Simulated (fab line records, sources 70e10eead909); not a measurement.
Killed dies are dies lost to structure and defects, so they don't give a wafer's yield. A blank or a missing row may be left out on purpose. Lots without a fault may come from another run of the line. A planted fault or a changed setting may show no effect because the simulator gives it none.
Which tool did it? | flow nand_harc | 12 lots, 36 wafers sampled, at 4 steps of a route of 1159

WHAT THE GAUGES READ, wafer by wafer
The record holds no reading of a measuring or inspecting step that can be judged against a usual standard deviation.

WHICH TOOL RAN EACH LOT (tool, then ch and the chambers of the sampled wafers, then the start)
lot  | NHARC_A_STAIRCASE_ETCH_190                    | NHARC_A_STAIRCASE_ETCH_197                    | NHARC_A_STAIRCASE_ETCH_199         | NHARC_A_STAIRCASE_ETCH_201
L901 | rie_diel-06 ch 0,3, day 11 18:02 or earlier   | rie_diel-10 ch 0,2,3, day 11 18:02 or earlier | rie_diel-10 ch 0,1, day 11 18:02   | rie_diel-10 ch 0,1,3, no start
L902 | rie_diel-02 ch 0,2,3, day 11 20:14 or earlier | rie_diel-02 ch 0,2,3, day 11 20:14 or earlier | rie_diel-02 ch 1,2,3, day 11 20:14 | rie_diel-02 ch 1,2,3, no start
L900 | rie_diel-06 ch 0,2,3, day 12 00:00 or earlier | rie_diel-02 ch 1,2, day 12 00:00 or earlier   | rie_diel-02 ch 0,2,3, day 12 00:00 | rie_diel-02 ch 0,3, no start
L905 | rie_diel-02 ch 1,2, day 12 12:46 or earlier   | rie_diel-10 ch 1,2,3, day 12 12:46 or earlier | rie_diel-10 ch 0,3, day 12 12:46   | rie_diel-10 ch 0,1, no start
L907 | rie_diel-10 ch 0,1,3, day 13 05:37 or earlier | rie_diel-10 ch 0,1,3, day 13 05:37 or earlier | rie_diel-10 ch 1,2,3, day 13 05:37 | rie_diel-10 ch 2,3, no start
L915 | rie_diel-06 ch 2,3, day 14 12:01 or earlier   | rie_diel-02 ch 0,1,2, day 14 12:01 or earlier | rie_diel-02 ch 1,3, day 14 12:01   | rie_diel-02 ch 0,1,3, no start
L913 | rie_diel-02 ch 0,1,3, day 14 18:11 or earlier | rie_diel-06 ch 0,2,3, day 14 18:11 or earlier | rie_diel-06 ch 0,1, day 14 18:11   | rie_diel-06 ch 2,3, no start
L916 | rie_diel-06 ch 0,1,2, day 15 01:28 or earlier | rie_diel-06 ch 0,1,2, day 15 01:28 or earlier | rie_diel-06 ch 0,1,2, day 15 01:28 | rie_diel-06 ch 0,1,3, no start
L919 | rie_diel-02 ch 1,2,3, day 16 03:39 or earlier | rie_diel-10 ch 0,1,2, day 16 03:39 or earlier | rie_diel-10 ch 0,1,2, day 16 03:39 | rie_diel-10 ch 1,2,3, no start
L921 | rie_diel-06 ch 0,2,3, day 16 05:14 or earlier | rie_diel-02 ch 1,2, day 16 05:14 or earlier   | rie_diel-02 ch 0,1, day 16 05:14   | rie_diel-02 ch 1,2,3, no start
L920 | rie_diel-02 ch 0,2,3, day 16 09:12 or earlier | rie_diel-02 ch 0,1,3, day 16 09:12 or earlier | rie_diel-02 ch 0,3, day 16 09:12   | rie_diel-02 ch 1,2,3, no start
L922 | rie_diel-02 ch 1,2,3, day 17 03:19 or earlier | rie_diel-02 ch 0,2,3, day 17 03:19 or earlier | rie_diel-02 ch 1,2,3, day 17 03:19 | rie_diel-02 ch 0,1,3, no start
- NHARC_A_STAIRCASE_ETCH_190: etches the open film in C4F8/O2, target depth 100 nm, time 40.5 s.
- NHARC_A_STAIRCASE_ETCH_197: etches the open film in C4F8/O2, target depth 100 nm, time 40.5 s.
- NHARC_A_STAIRCASE_ETCH_199: etches the open film in C4F8/O2, target depth 100 nm, time 40.5 s.
- NHARC_A_STAIRCASE_ETCH_201: etches the open film in C4F8/O2, target depth 100 nm, time 40.5 s.

WHAT THE TOOLS THEMSELVES READ (means of the sampled wafers that have a number; where no wafer has one, the mark that the record gives instead)
NHARC_A_STAIRCASE_ETCH_190.
lot  | tool        | bias_w (W) | oes_product_au (a.u.) | rf_vpp_V (V) | run_length_s (s)
L901 | rie_diel-06 | 996        | 0.950                 | 899          | 61.9
L902 | rie_diel-02 | 999        | 0.942                 | 894          | 61.9
L900 | rie_diel-06 | 1002       | 0.937                 | 898          | 61.8
L905 | rie_diel-02 | 998        | 0.955                 | 893          | 61.2
L907 | rie_diel-10 | 1002       | 0.957                 | 898          | 62.0
L915 | rie_diel-06 | 1002       | 0.944                 | 899          | 61.7
L913 | rie_diel-02 | 999        | 0.939                 | 892          | 61.6
L916 | rie_diel-06 | 1000       | 0.948                 | 900          | 62.3
L919 | rie_diel-02 | 1001       | 0.947                 | 893          | 61.5
L921 | rie_diel-06 | 998        | 0.943                 | 897          | 61.7
L920 | rie_diel-02 | 995        | 0.928                 | 893          | 61.8
L922 | rie_diel-02 | 1001       | 0.952                 | 894          | 61.4

NHARC_A_STAIRCASE_ETCH_197.
lot  | tool        | bias_w (W) | oes_product_au (a.u.) | rf_vpp_V (V) | run_length_s (s)
L901 | rie_diel-10 | 999        | 0.976                 | 896          | 62.4
L902 | rie_diel-02 | 1001       | 0.919                 | 894          | 62.1
L900 | rie_diel-02 | 999        | 0.922                 | 894          | 61.7
L905 | rie_diel-10 | 1003       | 0.975                 | 897          | 61.8
L907 | rie_diel-10 | 1001       | 0.943                 | 897          | 61.6
L915 | rie_diel-02 | 999        | 0.914                 | 892          | 62.0
L913 | rie_diel-06 | 999        | 0.937                 | 897          | 61.7
L916 | rie_diel-06 | 998        | 0.941                 | 899          | 62.2
L919 | rie_diel-10 | 999        | 0.960                 | 902          | 61.8
L921 | rie_diel-02 | 1003       | 0.924                 | 893          | 61.5
L920 | rie_diel-02 | 1000       | 0.939                 | 892          | 61.7
L922 | rie_diel-02 | 997        | 0.918                 | 893          | 61.8

NHARC_A_STAIRCASE_ETCH_199.
lot  | tool        | bias_w (W) | oes_product_au (a.u.) | rf_vpp_V (V) | run_length_s (s)
L901 | rie_diel-10 | 1000       | 0.943                 | 904          | 61.5
L902 | rie_diel-02 | 997        | 0.938                 | 895          | 61.4
L900 | rie_diel-02 | 997        | 0.918                 | 893          | 61.9
L905 | rie_diel-10 | 999        | 0.943                 | 898          | 60.2
L907 | rie_diel-10 | 1002       | 0.935                 | 896          | 60.0
L915 | rie_diel-02 | 997        | 0.938                 | 894          | 61.5
L913 | rie_diel-06 | 1000       | 0.925                 | 897          | 62.0
L916 | rie_diel-06 | 997        | 0.939                 | 900          | 62.0
L919 | rie_diel-10 | 1000       | 0.952                 | 902          | 61.8
L921 | rie_diel-02 | 999        | 0.941                 | 891          | 61.6
L920 | rie_diel-02 | 1000       | 0.936                 | 894          | 62.0
L922 | rie_diel-02 | 996        | 0.928                 | 894          | 61.5

NHARC_A_STAIRCASE_ETCH_201.
lot  | tool        | bias_w (W) | oes_product_au (a.u.) | rf_vpp_V (V) | run_length_s (s)
L901 | rie_diel-10 | 1001.2     | 0.953                 | 897          | 61.7
L902 | rie_diel-02 | 999.5      | 0.937                 | 895          | 61.3
L900 | rie_diel-02 | 1001.2     | 0.935                 | 895          | 61.8
L905 | rie_diel-10 | 1000.2     | 0.945                 | 904          | 61.6
L907 | rie_diel-10 | 1002.1     | 0.939                 | 890          | 61.9
L915 | rie_diel-02 | 998.5      | 0.929                 | 893          | 61.6
L913 | rie_diel-06 | 1000.6     | 0.942                 | 900          | 61.6
L916 | rie_diel-06 | 1000.3     | 0.954                 | 901          | 62.1
L919 | rie_diel-10 | 1001.8     | 0.952                 | 903          | 61.9
L921 | rie_diel-02 | 1000.3     | 0.934                 | 894          | 61.6
L920 | rie_diel-02 | 999.2      | 0.941                 | 894          | 61.8
L922 | rie_diel-02 | 999.7      | 0.940                 | 892          | 61.7

THE ANSWER, worked out from the rows above alone
Rule: what is usual is taken from the lots themselves. Put in order of their means at a reading, lots are off if they are a third of the lots or fewer, leave a main group of 4 or more, and stand apart from it by a gap of 3 or more times the standard deviation of the main group's means; of several such gaps the widest counts. A main group whose means are all the same, to the digits that the tables above print for the reading, isn't used. A lot without any number at a reading at which 4 lots or more have one is off too. The other lots that the step has rows for count as sound. The gauges are gone through in route order, then the tools' own readings, and for those a lot's mean is taken as printed above. The first step at which some lot is off is used, and at that step the reading that is off furthest; a lot without a number counts as furthest.
Off: L905, L907, at NHARC_A_STAIRCASE_ETCH_199 (run_length_s). The main group: mean 61.7 s, standard deviation 0.23.
A tool fits if, at that step or a process step before it, it ran every lot that is off, and no sound lot after the first of them. NHARC_A_STAIRCASE_ETCH_190 gives no start for some lots, so the hours and the order of its lots are those of NHARC_A_STAIRCASE_ETCH_199. NHARC_A_STAIRCASE_ETCH_197 gives no start for some lots, so the hours and the order of its lots are those of NHARC_A_STAIRCASE_ETCH_199. None of those tried fits.

WHAT THE SIMULATOR HAD PUT IN
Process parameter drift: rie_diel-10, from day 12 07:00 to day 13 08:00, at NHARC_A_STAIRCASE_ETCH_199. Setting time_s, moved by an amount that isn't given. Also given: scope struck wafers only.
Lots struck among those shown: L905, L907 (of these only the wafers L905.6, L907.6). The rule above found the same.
